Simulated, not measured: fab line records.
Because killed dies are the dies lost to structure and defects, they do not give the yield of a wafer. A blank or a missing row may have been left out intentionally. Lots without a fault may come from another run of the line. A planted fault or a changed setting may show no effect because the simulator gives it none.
Chamber matching -- flow nand-harc -- rie-diel-03 running NHARC_A_BLC_ETCH_16: 4 sister chambers
The step etches the open film in CF4, target depth 39 nm, time 65 s. 14 wafers are shown with their chamber, then 7 later ones without.

== EACH WAFER AND ITS CHAMBER ==
wafer,chamber,drypump-motor-current-A (A),oes-product-au (a.u.),rf-vpp-V (V)
L191.2,3,5.7,0.995,150.8
L191.5,0,5.3,1.006,150.2
L191.6,1,5.9,0.997,152.1
L193.2,3,5.7,0.999,152.0
L193.4,0,5.3,1.008,152.0
L193.5,2,6.3,1.009,150.4
L194.2,1,5.9,1.000,152.2
L194.3,0,5.3,1.007,152.5
L194.6,3,5.7,1.006,151.0
L196.2,3,5.7,0.997,151.9
L196.4,1,5.9,1.006,152.5
L196.6,3,5.7,1.000,152.0
L197.1,1,5.9,1.002,152.0
L197.4,3,5.6,0.999,152.2

SIGNATURES (means of the wafers above)
reading,chamber 0,chamber 1,chamber 2,chamber 3,scatter within a chamber
drypump-motor-current-A,5.300,5.900,6.300,5.683,0.0289
oes-product-au,1.00700,1.00125,1.00900,0.99933,0.00338
rf-vpp-V,151.567,152.200,150.400,151.650,0.694
Rule: for each reading, subtract the chamber's mean from the wafer's reading, divide by that reading's scatter and square the result; add these up over the readings and take the root, which gives the wafer's distance from the chamber. The wafer belongs to the nearest chamber; if the next one is less than 2 further off, it can't be placed. How the scatter is found: for the shown wafers, subtract from each reading the mean of its chamber, square and add these, divide the total by (wafers less chambers), then take the root.

== WAFERS WHOSE CHAMBER IS MISSING ==
wafer,drypump-motor-current-A (A),oes-product-au (a.u.),rf-vpp-V (V)
L197.6,6.4,0.997,152.7
L209.2,5.7,0.999,150.5
L209.5,5.3,1.012,153.2
L209.6,6.3,0.994,151.5
L214.3,6.3,1.003,151.9
L214.5,5.3,1.025,150.6
L214.6,5.9,1.009,152.2

== WHICH CHAMBER EACH ONE RAN IN ==
wafer,from the rows above,in truth
L197.6,2,2
L209.2,3,3
L209.5,0,0
L209.6,2,2
L214.3,2,2
L214.5,0,0
L214.6,1,1
Correct placement for 7 of the 7. Can't be placed from these rows: 0. 0 placed wrongly.
